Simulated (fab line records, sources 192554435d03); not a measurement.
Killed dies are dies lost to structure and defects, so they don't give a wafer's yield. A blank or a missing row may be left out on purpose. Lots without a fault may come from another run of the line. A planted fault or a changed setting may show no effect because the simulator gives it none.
Chamber matching | flow n5_finfet | N5_FIN_CUT_STRIP_24 on rie_diel-05: 4 sister chambers
The step strips in CF4. 16 wafers are shown with their chamber, then 8 later ones without.

WAFERS WITH THEIR CHAMBER
wafer  | chamber | showerhead_plenum_p_Torr (Torr) | oes_product_au (a.u.) | throttle_valve_pct (%)
L075.1 | 0       | 1.88                            | 0.79                  | 13.41
L075.4 | 1       | 1.81                            | 0.79                  | 13.29
L075.5 | 3       | 1.88                            | 0.80                  | 13.25
L080.2 | 0       | 1.87                            | 0.79                  | 13.42
L080.3 | 3       | 1.88                            | 0.79                  | 13.27
L080.6 | 0       | 1.87                            | 0.79                  | 13.43
L081.1 | 1       | 1.80                            | 0.78                  | 13.33
L081.4 | 1       | 1.80                            | 0.77                  | 13.32
L081.5 | 3       | 1.88                            | 0.78                  | 13.28
L082.1 | 0       | 1.87                            | 0.78                  | 13.43
L082.5 | 0       | 1.87                            | 0.78                  | 13.44
L082.6 | 1       | 1.80                            | 0.77                  | 13.34
L084.2 | 1       | 1.80                            | 0.76                  | 13.34
L084.3 | 2       | 1.77                            | 0.97                  | 13.25
L084.5 | 0       | 1.87                            | 0.78                  | 13.46
L088.1 | 0       | 1.87                            | 0.77                  | 13.47

SIGNATURES (means of the wafers above)
reading                  | chamber 0 | chamber 1 | chamber 2 | chamber 3 | scatter within a chamber
showerhead_plenum_p_Torr | 1.8714    | 1.8020    | 1.7700    | 1.8800    | 0.00372
oes_product_au           | 0.7829    | 0.7740    | 0.9700    | 0.7900    | 0.00941
throttle_valve_pct       | 13.4371   | 13.3240   | 13.2500   | 13.2667   | 0.0203
Rule: a wafer's distance from a chamber is the root of the sum, over the readings, of the square of ((its reading less the chamber's mean) divided by the reading's scatter). The wafer belongs to the nearest chamber; if the next one is less than 2 further off, it can't be placed. The scatter: the root of (the sum of the squares of (reading less its chamber's mean) over the shown wafers, divided by (wafers less chambers)).

WAFERS WITHOUT THEIR CHAMBER
wafer  | showerhead_plenum_p_Torr (Torr) | oes_product_au (a.u.) | throttle_valve_pct (%)
L088.4 | 1.77                            | 0.95                  | 13.26
L088.6 | 1.87                            | 0.78                  | 13.46
L090.1 | 1.87                            | 0.77                  | 13.48
L090.5 | 1.80                            | 0.76                  | 13.38
L090.6 | 1.87                            | 0.77                  | 13.49
L093.2 | 1.87                            | 0.77                  | 13.32
L093.3 | 1.80                            | 0.76                  | 13.37
L093.4 | 1.76                            | 0.93                  | 13.28

WHICH CHAMBER EACH WENT THROUGH
wafer  | from the rows above     | in truth
L088.4 | 2                       | 2
L088.6 | 0                       | 0
L090.1 | 0                       | 0
L090.5 | 1                       | 1
L090.6 | 0                       | 0
L093.2 | can't be placed: 3 or 0 | 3
L093.3 | 1                       | 1
L093.4 | 2                       | 2
Placed correctly: 7 of 8. Can't be placed from these rows: 1 (the true chamber is among the candidates in 1). Placed wrongly: 0.
